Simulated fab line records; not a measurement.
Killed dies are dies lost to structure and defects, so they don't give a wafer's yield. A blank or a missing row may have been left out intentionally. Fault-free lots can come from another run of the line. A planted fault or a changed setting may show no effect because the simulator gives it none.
Split-lot experiment -- flow n5-finfet -- 7 lots, 21 wafers read, on a route of 1938 steps

ABOUT THE SPLIT
At N5_BEOL_M13_COAT_04 (resist thk 400 nm), the setting spin-rpm was moved away from the recipe's 1625 rpm on 5 of the 21 wafers read, by -5.0% to +7.6%. For the rest of the wafers, this setting stayed at what the recipe calls for.

FROM THE SPLIT TO THE READING: what the file shows between them, 3 steps
- N5_BEOL_M13_EBR_06
- N5_BEOL_M13_SOFTBAKE_05: time 60 s
- N5_BEOL_M13_DESCUM_15: chemistry O2, time 7.9 s

THE READING
coat_of_BEOL_M13_COAT_04.thk-nm (the simulator's own value, which no gauge read), in nm, at N5_BEOL_M13_ETCH_59 (etches BARC in N2/H2, target depth 89 nm, overetch 26.7 nm, time 67.9 s). There is no usual value for it anywhere in the file. Here, 16 wafers ran the recipe; their average is 318.1 nm with a standard deviation of 1.6 nm.

wafer,"tool, chamber at the split","spin-rpm as run, rpm",against the recipe,"coat_of_BEOL_M13_COAT_04.thk-nm, nm",against lot-mates on the recipe
L081.1,"litho-track-05, 0",1625,recipe,318.8,-
L081.5,"litho-track-05, 0",1625,recipe,320,-
L081.6,"litho-track-05, 0",1625,recipe,317.4,-
L079.1,"litho-track-03, 0",1625,recipe,319.2,-
L079.3,"litho-track-03, 0",1625,recipe,317,-
L079.4,"litho-track-03, 0",1625,recipe,316.8,-
L080.2,"litho-track-05, 0",1625,recipe,318.8,-
L080.5,"litho-track-05, 0",1625,recipe,317,-
L080.6,"litho-track-05, 0",1625,recipe,318.2,-
L077.3,"litho-track-05, 0",1544,-5.0%,326.6,+10.5
L077.5,"litho-track-05, 0",1625,recipe,315.8,-
L077.6,"litho-track-05, 0",1625,recipe,316.4,-
L085.1,"litho-track-03, 0",1681,+3.4%,314.6,-0.8
L085.2,"litho-track-03, 0",1681,+3.4%,310.8,-4.6
L085.5,"litho-track-03, 0",1625,recipe,315.4,-
L086.1,"litho-track-03, 0",1625,recipe,319.2,-
L086.5,"litho-track-03, 0",1625,recipe,318.2,-
L086.6,"litho-track-03, 0",1625,recipe,320.2,-
L088.1,"litho-track-05, 0",1748,+7.6%,306.4,-14.4
L088.2,"litho-track-05, 0",1625,recipe,320.8,-
L088.5,"litho-track-05, 0",1748,+7.6%,306.2,-14.6

THE FIT
A straight line over all 21 wafers: coat_of_BEOL_M13_COAT_04.thk-nm changes by -1.59 nm for each +1% of spin-rpm; r = -0.94; the points scatter about the line by 1.6 nm.
The same after taking each lot's own level away (the mean of its wafers on the recipe; 21 wafers): -1.81 nm for each +1%; r = -0.96; scatter 1.5 nm.
On that fit, the largest move of spin-rpm shifts the reading by 14 nm.
The span of the lots' own levels, 315.40 to 320.80 nm, comes to 3.5 times the standard deviation stated above.
In other words, the slope is changed by the lot-to-lot level; the two fits disagree.
Check: with one of the wafers moved furthest among these (+7.6%) left out of the fit, the line predicts -12.9 nm for it against its lot-mates. It came out at -14.4 nm against them.

ADDITIONAL SPLITS CARRIED BY THESE WAFERS
These wafers also went through other splits before the reading. Each is held against what the fit with the lots' levels taken away leaves over:
other split on the same wafers,wafers away from the commonest value,r with coat_of_BEOL_M13_COAT_04.thk-nm (lot level and that fit taken away)
N5_BEOL_M11_COAT_63 spin-rpm,9,-0.14
N5_BEOL_M11_CURE_72 time-s,7,+0.07
N5_BEOL_M11_ALD_74 ald-cycles,8,-0.42
N5_BEOL_M12_CMP_49 down-force-psi,4,+0.35

THE WHOLE CHAIN: every reading that the file lists as answering this split, in the file's order
step,what it does,reading,change (the file's fit),r (the file's)
N5_BEOL_M13_COAT_04,resist thk 400 nm,"coat_of_BEOL_M13_COAT_04.thk-nm (the simulator's own value, which no gauge read)",-1.98 nm for each +1% of the setting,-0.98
N5_BEOL_M13_ETCH_59,"etches BARC in N2/H2, target depth 89 nm, overetch 26.7 nm, time 67.9 s","coat_of_BEOL_M13_COAT_04.thk-nm (the simulator's own value, which no gauge read)",-1.82 nm for each +1% of the setting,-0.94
N5_BEOL_M13_STRIP_63,strips in N2/H2,strip-time-to-endpoint-s,withheld for each +1% of the setting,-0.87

THE FILE'S OWN FIT
coat_of_BEOL_M13_COAT_04.thk-nm changes by -1.82 nm for each +1% of spin-rpm, r = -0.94.
